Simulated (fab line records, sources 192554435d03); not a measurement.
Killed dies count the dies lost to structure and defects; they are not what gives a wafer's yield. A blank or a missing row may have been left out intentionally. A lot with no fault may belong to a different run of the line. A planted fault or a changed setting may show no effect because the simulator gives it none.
Chamber matching :: flow n5-finfet :: N5_BEOL_M2_ALD_98 on ald-sin-03: 4 sister chambers
The step deposits SiO2, target thk 2.5 nm, pulse time 1 s, co reactant pulse time 1 s. 8 wafers are shown with their chamber, then 11 later ones without.

WAFERS, EACH WITH ITS CHAMBER
wafer: L081.6
chamber: 2
heater-power-w (W): 99
heater-power-outer-w (W): 53

wafer: L084.4
chamber: 0
heater-power-w (W): 73
heater-power-outer-w (W): 40

wafer: L085.2
chamber: 3
heater-power-w (W): 65
heater-power-outer-w (W): 33

wafer: L085.6
chamber: 0
heater-power-w (W): 74
heater-power-outer-w (W): 41

wafer: L089.2
chamber: 2
heater-power-w (W): 99
heater-power-outer-w (W): 51

wafer: L089.4
chamber: 1
heater-power-w (W): 77
heater-power-outer-w (W): 38

wafer: L089.5
chamber: 3
heater-power-w (W): 65
heater-power-outer-w (W): 33

wafer: L091.1
chamber: 1
heater-power-w (W): 80
heater-power-outer-w (W): 37

WAFERS WHOSE CHAMBER IS MISSING
wafer: L091.4
heater-power-w (W): 75
heater-power-outer-w (W): 40

wafer: L091.6
heater-power-w (W): 78
heater-power-outer-w (W): 37

wafer: L096.1
heater-power-w (W): 75
heater-power-outer-w (W): 41

wafer: L096.2
heater-power-w (W): 79
heater-power-outer-w (W): 38

wafer: L096.3
heater-power-w (W): 66
heater-power-outer-w (W): 34

wafer: L095.1
heater-power-w (W): 79
heater-power-outer-w (W): 39

wafer: L095.2
heater-power-w (W): 76
heater-power-outer-w (W): 41

wafer: L095.4
heater-power-w (W): 67
heater-power-outer-w (W): 33

wafer: L097.4
heater-power-w (W): 66
heater-power-outer-w (W): 33

wafer: L097.5
heater-power-w (W): 98
heater-power-outer-w (W): 53

wafer: L097.6
heater-power-w (W): 66
heater-power-outer-w (W): 33

WHICH CHAMBER EACH ONE RAN IN
wafer: L091.4
from the rows above: 0
in truth: 0

wafer: L091.6
from the rows above: 1
in truth: 1

wafer: L096.1
from the rows above: 0
in truth: 0

wafer: L096.2
from the rows above: 1
in truth: 1

wafer: L096.3
from the rows above: 3
in truth: 3

wafer: L095.1
from the rows above: 1
in truth: 1

wafer: L095.2
from the rows above: 0
in truth: 0

wafer: L095.4
from the rows above: 3
in truth: 3

wafer: L097.4
from the rows above: 3
in truth: 3

wafer: L097.5
from the rows above: 2
in truth: 2

wafer: L097.6
from the rows above: 3
in truth: 3
Placed correctly: 11 of 11. Left unplaced by these rows: 0. Wrongly placed: 0.
How it was worked out, from the rows above alone: a wafer's distance from a chamber is the root of the sum, over the readings, of the square of ((its reading less the chamber's mean) divided by the reading's scatter). If the next closest chamber is less than 2 further off than the closest, the wafer can't be placed; otherwise it belongs to the closest. Each chamber's mean is taken over the wafers shown for it. The scatter is the square root of a quotient: the sum, over the shown wafers, of each reading's squared deviation from its chamber's mean, divided by wafers minus chambers.
